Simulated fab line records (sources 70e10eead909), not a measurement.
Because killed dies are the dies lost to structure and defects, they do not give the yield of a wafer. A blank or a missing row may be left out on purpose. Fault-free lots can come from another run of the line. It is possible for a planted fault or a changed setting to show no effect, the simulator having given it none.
Matching of chambers | flow nand harc | rie diel-12 running NHARC_A_CONTACT_ETCH_110: 4 sister chambers
The step etches the open film in CF4/O2, target depth 50 nm, overetch 5 nm, time 27.5 s. 8 wafers are shown with their chamber, then 7 later ones without.

WAFERS PAIRED WITH THEIR CHAMBERS
wafer  | chamber | showerhead plenum p Torr (Torr) | oes product au (a.u.)
L084.3 | 1       | 1.27                            | 1.011
L084.5 | 0       | 1.36                            | 0.993
L086.5 | 3       | 1.35                            | 1.003
L083.4 | 1       | 1.27                            | 1.010
L083.5 | 3       | 1.35                            | 1.008
L083.6 | 2       | 1.39                            | 1.000
L088.1 | 2       | 1.39                            | 0.991
L088.2 | 0       | 1.35                            | 1.005

WAFERS MISSING THEIR CHAMBER
wafer  | showerhead plenum p Torr (Torr) | oes product au (a.u.)
L088.4 | 1.27                            | 0.993
L095.3 | 1.34                            | 1.001
L095.4 | 1.38                            | 0.993
L095.6 | 1.35                            | 1.005
L097.1 | 1.38                            | 0.983
L097.4 | 1.34                            | 1.002
L097.5 | 1.35                            | 0.998

CHAMBER TAKEN BY EACH
wafer  | from the rows above     | in truth
L088.4 | 1                       | 1
L095.3 | can't be placed: 3 or 0 | 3
L095.4 | 2                       | 2
L095.6 | can't be placed: 3 or 0 | 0
L097.1 | 2                       | 2
L097.4 | can't be placed: 3 or 0 | 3
L097.5 | can't be placed: 3 or 0 | 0
Correctly placed: 3 of 7. Not placeable from these rows: 4 (in 4, the candidates include the true chamber). Number placed wrongly: 0.
How it was worked out, from the rows above alone: a wafer's distance from a chamber is the root of the sum, over the readings, of the square of ((its reading less the chamber's mean) divided by the reading's scatter). If the next closest chamber is less than 2 further off than the closest, the wafer can't be placed; otherwise it belongs to the closest. The mean given for a chamber averages the wafers shown for that chamber. The scatter is the square root of a quotient: the sum, over the shown wafers, of each reading's squared deviation from its chamber's mean, divided by wafers minus chambers.
